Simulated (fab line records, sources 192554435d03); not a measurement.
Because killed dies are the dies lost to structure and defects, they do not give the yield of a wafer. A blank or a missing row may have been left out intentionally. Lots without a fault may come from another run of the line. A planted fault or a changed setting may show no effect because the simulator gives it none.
Lot-split experiment	flow n5-finfet	route with 1938 steps; 7 lots, 21 wafers read

== SPLIT DETAILS ==
At N5_BEOL_M10_COAT_64 (time 60 s, resist thk 30 nm), the setting spin-rpm was moved away from the recipe's 1500 rpm on 4 of the 21 wafers read, by -10.5% to +7.7%. This setting was run at the recipe's value on the other wafers.

== FROM THE SPLIT TO THE READING: what the file shows between them, 3 steps ==
- N5_BEOL_M10_COAT_22: resist thk 90 nm
- N5_BEOL_M10_EBR_24
- N5_BEOL_M10_DESCUM_33: chemistry O2, time 7.9 s

== THE READING ==
CAR-ArF_of_BEOL_M10_COAT_22.thk-nm (the simulator's own value, which no gauge read), in nm, at N5_BEOL_M10_ETCH_65 (etches SiARC in CF4, target depth 39 nm, time 65 s). There is no usual value for it anywhere in the file. The 17 wafers here that ran the recipe average 55.5 nm, standard deviation 0.38 nm.

wafer	tool, chamber at the split	spin-rpm as run, rpm	against the recipe	CAR-ArF_of_BEOL_M10_COAT_22.thk-nm, nm	against lot-mates on the recipe
L076.3	litho-track-02, 0	1500	recipe	55.2	-
L076.4	litho-track-02, 0	1385	-7.7%	54	-1.1
L076.5	litho-track-02, 0	1500	recipe	55	-
L077.1	litho-track-02, 0	1500	recipe	56	-
L077.3	litho-track-02, 0	1500	recipe	56	-
L077.4	litho-track-02, 0	1500	recipe	56.4	-
L078.1	litho-track-04, 0	1342	-10.5%	53.6	-1.8
L078.4	litho-track-04, 0	1500	recipe	55.4	-
L078.6	litho-track-04, 0	1342	-10.5%	54	-1.4
L079.1	litho-track-04, 0	1500	recipe	55.4	-
L079.2	litho-track-04, 0	1500	recipe	55.6	-
L079.3	litho-track-04, 0	1500	recipe	55.4	-
L085.1	litho-track-02, 0	1500	recipe	55.4	-
L085.3	litho-track-02, 0	1500	recipe	55.6	-
L085.4	litho-track-02, 0	1500	recipe	55.6	-
L083.3	litho-track-04, 0	1500	recipe	55	-
L083.5	litho-track-04, 0	1500	recipe	55.2	-
L083.6	litho-track-04, 0	1615	+7.7%	56.6	+1.5
L092.2	litho-track-05, 0	1500	recipe	55.2	-
L092.4	litho-track-05, 0	1500	recipe	55	-
L092.5	litho-track-05, 0	1500	recipe	55.6	-

FIT RESULTS
A straight line over all 21 wafers: CAR-ArF_of_BEOL_M10_COAT_22.thk-nm changes by +0.162 nm for each +1% of spin-rpm; r = +0.88; the points scatter about the line by 0.37 nm.
The same after taking each lot's own level away (the mean of its wafers on the recipe; 21 wafers): +0.16 nm for each +1%; r = +0.97; scatter 0.17 nm.
That fit puts the effect of the largest move of spin-rpm on the reading at 1.7 nm.
The span of the lots' own levels, 55.10 to 56.13 nm, comes to 2.8 times the standard deviation stated above.
So the lot-to-lot level changes the slope little: the two slopes agree.
Check: with one of the wafers moved furthest among these (-10.5%) left out of the fit, the line predicts -1.58 nm for it against its lot-mates. Against them it came out at -1.8 nm.

== FURTHER SPLITS ON THESE WAFERS ==
Other splits were also applied to these wafers ahead of the reading. Each is held against what the fit with the lots' levels taken away leaves over:
other split on the same wafers	wafers away from the commonest value	r with CAR-ArF_of_BEOL_M10_COAT_22.thk-nm (lot level and that fit taken away)
N5_BEOL_M7_DESCUM_33 time-s	6	-0.16
N5_BEOL_M7_VIA_ETCH_34 source-w	9	+0.17
N5_BEOL_M7_TRENCH_ETCH_37 source-w	9	-0.10
N5_BEOL_M9_COAT_60 spin-rpm	7	-0.05
N5_BEOL_M9_DEP_56 time-s	8	+0.05
N5_BEOL_M10_ILD_DEP_00 time-s	11	+0.11
N5_BEOL_M10_ETCH_62 time-s	5	-0.01

== THE WHOLE CHAIN: every reading that the file lists as answering this split, in the file's order ==
step	what it does	reading	change (the file's fit)	r (the file's)
N5_BEOL_M10_COAT_64	time 60 s, resist thk 30 nm	SiARC_of_BEOL_M10_COAT_64.thk-nm (the simulator's own value, which no gauge read)	-0.154 nm for each +1% of the setting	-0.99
N5_BEOL_M10_ETCH_65	etches SiARC in CF4, target depth 39 nm, time 65 s	etch-rf-on-time-s	withheld for each +1% of the setting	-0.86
N5_BEOL_M10_ETCH_65	etches SiARC in CF4, target depth 39 nm, time 65 s	etch.depth-nm (the simulator's own value, which no gauge read)	-0.16 nm for each +1% of the setting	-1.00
N5_BEOL_M10_ETCH_65	etches SiARC in CF4, target depth 39 nm, time 65 s	CAR-ArF_of_BEOL_M10_COAT_22.thk-nm (the simulator's own value, which no gauge read)	+0.161 nm for each +1% of the setting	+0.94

== FILE'S OWN FIT ==
CAR-ArF_of_BEOL_M10_COAT_22.thk-nm changes by +0.161 nm for each +1% of spin-rpm, r = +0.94.
